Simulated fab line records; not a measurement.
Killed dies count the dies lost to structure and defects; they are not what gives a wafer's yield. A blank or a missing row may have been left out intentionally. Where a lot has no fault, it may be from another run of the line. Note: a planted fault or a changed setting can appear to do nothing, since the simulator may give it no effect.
A struck lot beside a sound one + flow n5-finfet + 33 steps out of a route of 1938
Sound: wafers L441.1, L441.4, L441.5. Wafers struck: L445.3, L445.5, L445.6. Last of all comes the cause.
Each step with rows lists, per side, the tool, then ch with its chambers, then its first start. Under that, the readings that differ: sound wafers + struck wafers + difference of the means + sigmas: that difference in standard deviations of wafers without a fault.
alike: readings with means less than 2 such deviations apart, plus words and numbers identical on both sides. not compared: withheld readings, readings lacking a value on some wafer, bounds such as >300 that could conceal the same value, and numbers that have no deviation in the record and whose values overlap.
The two part at a step that has a row with sigmas, a row that says differs or no value, or rows on one side only. Numbers that have no deviation but don't overlap get no sigmas and don't part them. A reading missing from all wafers of one side parts the sides only when that side holds two or more wafers.

first, 3 steps without rows for these wafers: N5_BEOL_M13_PRE_CLEAN_42 (time 30 s); N5_BEOL_M13_SPUTTER_43 (material TaN, target thk 15 nm, time 24.19 s); N5_BEOL_M13_SPUTTER_44 (material Ta, target thk 10 nm, time 16.13 s).
N5_BEOL_M13_SPUTTER_45: material Cu, target thk 80 nm, time 13.33 s.
  sound on pvd-sputter-02 at day 11 16:51; struck on pvd-sputter-01 at day 12 23:01
  alike: throttle-valve-pct
then, 1 step without rows for these wafers: N5_BEOL_M13_ECD_47 (material Cu, target thk 936 nm).
N5_BEOL_M13_ANNEAL_48: time 90 s.
  sound on rtp-anneal-02 ch 0, day 11 17:56; struck on rtp-anneal-02 ch 0, day 12 23:24
  alike: wafer_temp_C_max
N5_BEOL_M13_CMP_49: polishes, stops on SiOC, t overpolish 17.1 s, target thk 420 nm.
  sound on cmp-03 ch 0,1,2, day 11 18:31; struck on cmp-03 ch 0,1,3, day 12 23:41
  alike: barrier-field-endpoint-s, motor-current-A, overpolish-run-s
N5_BEOL_M13_THK_MEAS_50: measures by xrf.
  sound on film-metro-02 at day 11 18:48; struck on film-metro-01 at day 12 23:54
  alike: M13_THK
then, 2 steps without rows for these wafers: N5_BEOL_M13_PRE_CLEAN_52 (time 15 s); N5_BEOL_M13_DEP_53 (deposits SiCN from 3MS/NH3, target thk 50 nm, time 17.8 s).
N5_BEOL_M13_RS_MEAS_54: measures by four-point-probe.
  sound on film-metro-02 at day 11 18:56; struck on film-metro-01 at day 13 00:02
  alike: M13_RS
N5_BEOL_M13_INSPECT_55: inspects for defects (darkfield).
  sound on defect-inspect-02 at day 11 18:58; struck on defect-inspect-01 at day 13 00:03
  alike: raw-defect-count
N5_BEOL_M14_ILD_DEP_00: deposits SiO2 from TEOS/O2, target thk 1119.3 nm, time 237.4 s.
  sound on pecvd-01 ch 0,2, day 11 18:59; struck on pecvd-01 ch 0,2, day 13 00:05
  no value came back on the struck wafers for any of 5 readings (chamber-pressure-Torr (Torr), heater-power-outer-w (W) and others); on the sound wafers chamber-pressure-Torr (Torr) reads 6.518 6.505 6.495
then, 8 steps without rows for these wafers: N5_BEOL_M14_COAT_58 (time 60 s, resist thk 89 nm); N5_BEOL_M14_COAT_04 (resist thk 800 nm); N5_BEOL_M14_EBR_06; N5_BEOL_M14_SOFTBAKE_05 (time 60 s); N5_BEOL_M14_EXPOSE_07 (exposes mask V13); N5_BEOL_M14_PEB_08 (peb time 90 s); N5_BEOL_M14_DEVELOP_09 (develop time 45 s); N5_BEOL_M14_HARDBAKE_14 (time 120 s).
N5_BEOL_M14_CD_MEAS_10: target cd 250 nm.
  sound on cd-sem-01 ch 0, day 11 19:34; struck on cd-sem-03 ch 0, day 13 00:35
  alike: cd-nm
N5_BEOL_M14_OVL_MEAS_11:
  sound on overlay-02 ch 0, day 11 19:36; struck on overlay-01 ch 0, day 13 00:37
  alike: V13_OVL
N5_BEOL_M14_INSPECT_12: inspects for defects (macro).
  sound on defect-inspect-02 at day 11 19:37; struck on defect-inspect-01 at day 13 00:38
  alike: raw-defect-count
N5_BEOL_M14_DESCUM_15: chemistry O2, time 7.9 s.
  sound on rie-diel-05 ch 0,1, day 11 19:40; struck on rie-diel-04 ch 1,2, day 13 00:40
  alike: drypump-motor-current-A, oes-product-au, rf-vpp-V, showerhead-plenum-p-Torr, throttle-valve-pct
  not compared: rf-hours-counter-h
then, 1 step without rows for these wafers: N5_BEOL_M14_ETCH_59 (etches BARC in N2/H2, target depth 89 nm, overetch 26.7 nm, time 67.9 s).
N5_BEOL_M14_VIA_ETCH_16: etches SiO2 in C4F8/O2/Ar, target depth 1231.3 nm.
  sound on rie-diel-05 ch 0,1, day 11 19:44; struck on rie-diel-04 ch 1,2, day 13 00:46
| reading                                    | sound             | struck            | difference | sigmas |
|--------------------------------------------|-------------------|-------------------|------------|--------|
| oes-product-au (a.u.)                      | 0.78 0.79 0.62    | 0.30 0.31 0.31    | -0.42      | -7     |
| throttle-valve-pct (%)                     | 31.44 31.43 30.71 | 30.54 30.20 30.55 | -0.76      | -3     |
| model.etch.depth-nm (nm)                   | 1114 1141 1133    | 0 0 0             | -1129      |        |
| model.coat_of_BEOL_M14_COAT_04.thk-nm (nm) | 451.8 448.4 444.2 | 709.8 708.2 709.2 | +260.9     |        |
  alike: drypump-motor-current-A, rf-vpp-V, showerhead-plenum-p-Torr
then, 1 step without rows for these wafers: N5_BEOL_M14_STRIP_63 (strips in O2).
N5_BEOL_M14_STRIP_64: strips in O2.
  sound on rie-diel-05 ch 0,1; struck on rie-diel-04 ch 1,2
  alike: drypump-motor-current-A, oes-product-au, rf-vpp-V, showerhead-plenum-p-Torr, throttle-valve-pct
  not compared: rf-hours-counter-h
then, 2 steps without rows for these wafers: N5_BEOL_M14_STRIP_71 (strips in post etch residue remover, time 60 s); N5_BEOL_M14_SRD_72 (time 30 s, dry time 30 s).
N5_BEOL_M14_CD_MEAS_17: target cd 250 nm.
  sound on cd-sem-03 at day 11 20:06; struck on cd-sem-03 at day 13 01:07
| reading    | sound       | struck | difference                    | sigmas |
|------------|-------------|--------|-------------------------------|--------|
| cd-nm (nm) | 252 252 243 | - - -  | no value on the struck wafers |        |
then, 1 step without rows for these wafers: N5_BEOL_M14_COAT_65 (time 60 s, resist thk 450 nm).

## WHERE THEY PART
Earliest at N5_BEOL_M14_ILD_DEP_00; latest, in this record, at N5_BEOL_M14_CD_MEAS_17.

WHY: what had been put in by the simulator
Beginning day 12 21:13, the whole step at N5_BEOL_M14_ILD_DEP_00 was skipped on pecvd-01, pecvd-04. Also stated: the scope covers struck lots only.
